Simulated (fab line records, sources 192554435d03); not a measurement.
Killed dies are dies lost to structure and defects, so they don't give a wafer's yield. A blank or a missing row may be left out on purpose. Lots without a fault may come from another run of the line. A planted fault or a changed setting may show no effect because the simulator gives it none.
Chamber matching | flow n5_finfet | N5_BEOL_M0_SAQP_MANDREL1_REMOVE_100 on rie_si-03: 4 sister chambers
The step chemistry HBr/Cl2/O2, target a-Si, stops on SiNx, bt time 10 s. 22 wafers are shown with their chamber, then 11 later ones without.

WAFERS WITH THEIR CHAMBER
wafer  | chamber | drypump_motor_current_A (A) | throttle_valve_pct (%) | oes_product_au (a.u.)
L078.1 | 0       | 5.6                         | 37.0                   | 0.999
L078.3 | 2       | 6.3                         | 36.5                   | 1.008
L078.6 | 3       | 6.0                         | 36.7                   | 0.993
L080.1 | 1       | 6.3                         | 36.8                   | 0.990
L080.3 | 3       | 6.0                         | 36.7                   | 0.987
L080.4 | 2       | 6.2                         | 36.5                   | 1.002
L081.1 | 0       | 5.6                         | 37.0                   | 1.001
L081.4 | 3       | 6.0                         | 36.7                   | 0.989
L081.6 | 1       | 6.3                         | 36.8                   | 0.986
L082.1 | 0       | 5.5                         | 37.0                   | 0.993
L082.3 | 1       | 6.3                         | 36.7                   | 1.002
L082.6 | 1       | 6.3                         | 36.7                   | 0.997
L086.1 | 3       | 6.1                         | 36.7                   | 1.001
L086.4 | 1       | 6.3                         | 36.7                   | 1.003
L086.5 | 2       | 6.2                         | 36.5                   | 1.017
L087.1 | 1       | 6.3                         | 36.7                   | 0.988
L087.4 | 3       | 6.0                         | 36.6                   | 0.985
L087.5 | 0       | 5.5                         | 37.0                   | 0.984
L088.3 | 0       | 5.6                         | 37.0                   | 0.996
L088.5 | 0       | 5.5                         | 37.0                   | 0.987
L088.6 | 1       | 6.3                         | 36.7                   | 1.000
L090.1 | 2       | 6.2                         | 36.5                   | 1.014

SIGNATURES (means of the wafers above)
reading                 | chamber 0 | chamber 1 | chamber 2 | chamber 3 | scatter within a chamber
drypump_motor_current_A | 5.550     | 6.300     | 6.225     | 6.020     | 0.0412
throttle_valve_pct      | 37.000    | 36.729    | 36.500    | 36.680    | 0.0352
oes_product_au          | 0.99333   | 0.99514   | 1.01025   | 0.99100   | 0.00673
Rule: a wafer's distance from a chamber is the root of the sum, over the readings, of the square of ((its reading less the chamber's mean) divided by the reading's scatter). The wafer belongs to the nearest chamber; if the next one is less than 2 further off, it can't be placed. The scatter: the root of (the sum of the squares of (reading less its chamber's mean) over the shown wafers, divided by (wafers less chambers)).

WAFERS WITHOUT THEIR CHAMBER
wafer  | drypump_motor_current_A (A) | throttle_valve_pct (%) | oes_product_au (a.u.)
L090.3 | 5.6                         | 37.0                   | 0.995
L090.6 | 5.6                         | 37.0                   | 0.989
L092.2 | 6.0                         | 36.6                   | 0.978
L092.3 | 6.3                         | 36.8                   | 0.988
L092.6 | 6.3                         | 36.5                   | 1.007
L093.1 | 6.2                         | 36.5                   | 0.989
L093.3 | 5.6                         | 37.0                   | 0.982
L093.5 | 6.2                         | 36.5                   | 1.010
L096.3 | 6.1                         | 36.6                   | 0.987
L096.4 | 6.2                         | 36.5                   | 1.011
L096.5 | 6.0                         | 36.7                   | 0.982

WHICH CHAMBER EACH WENT THROUGH
wafer  | from the rows above | in truth
L090.3 | 0                   | 0
L090.6 | 0                   | 0
L092.2 | 3                   | 3
L092.3 | 1                   | 1
L092.6 | 2                   | 2
L093.1 | 2                   | 2
L093.3 | 0                   | 0
L093.5 | 2                   | 2
L096.3 | 3                   | 3
L096.4 | 2                   | 2
L096.5 | 3                   | 3
Placed correctly: 11 of 11. Can't be placed from these rows: 0. Placed wrongly: 0.
